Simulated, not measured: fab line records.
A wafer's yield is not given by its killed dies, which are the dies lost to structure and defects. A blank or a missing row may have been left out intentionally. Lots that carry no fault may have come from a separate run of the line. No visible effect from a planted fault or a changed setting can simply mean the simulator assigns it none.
Chamber matching + flow n5 finfet + N5_FIN_SAQP_STRIP_77 on rie diel-04 has 4 sister chambers
The step strips in N2/H2, time 90 s. 4 wafers are shown with their chamber, then 11 later ones without.

## WAFERS PAIRED WITH THEIR CHAMBERS
| wafer  | chamber | showerhead plenum p Torr (Torr) |
|--------|---------|---------------------------------|
| L084.1 | 1       | 3.49                            |
| L087.5 | 2       | 3.37                            |
| L087.6 | 3       | 3.28                            |
| L088.1 | 0       | 3.49                            |

## WAFERS WITH NO CHAMBER GIVEN
| wafer  | showerhead plenum p Torr (Torr) |
|--------|---------------------------------|
| L088.4 | 3.36                            |
| L088.5 | 3.27                            |
| L091.1 | 3.48                            |
| L091.4 | 3.48                            |
| L091.5 | 3.48                            |
| L094.1 | 3.27                            |
| L094.2 | 3.48                            |
| L094.6 | 3.36                            |
| L095.3 | 3.48                            |
| L095.5 | 3.27                            |
| L095.6 | 3.48                            |

## WHICH CHAMBER EACH ONE RAN IN
| wafer  | from the rows above     | in truth |
|--------|-------------------------|----------|
| L088.4 | 2                       | 2        |
| L088.5 | 3                       | 3        |
| L091.1 | can't be placed: 0 or 1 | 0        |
| L091.4 | can't be placed: 0 or 1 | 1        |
| L091.5 | can't be placed: 0 or 1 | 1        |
| L094.1 | 3                       | 3        |
| L094.2 | can't be placed: 0 or 1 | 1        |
| L094.6 | 2                       | 2        |
| L095.3 | can't be placed: 0 or 1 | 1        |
| L095.5 | 3                       | 3        |
| L095.6 | can't be placed: 0 or 1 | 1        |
Placed correctly: 5 of 11. Cannot be placed on the basis of these rows: 6; the candidates contain the true chamber in 6. Placed wrongly: 0.
How it was worked out, from the rows above alone: a wafer's distance from a chamber is the root of the sum, over the readings, of the square of ((its reading less the chamber's mean) divided by the reading's scatter). The wafer belongs to the nearest chamber; if the next one is less than 2 further off, it can't be placed. A chamber's mean is the mean of its shown wafers. The scatter: with one shown wafer a chamber, the root of the mean of the squares of how far each hidden wafer lies from its nearest shown one.
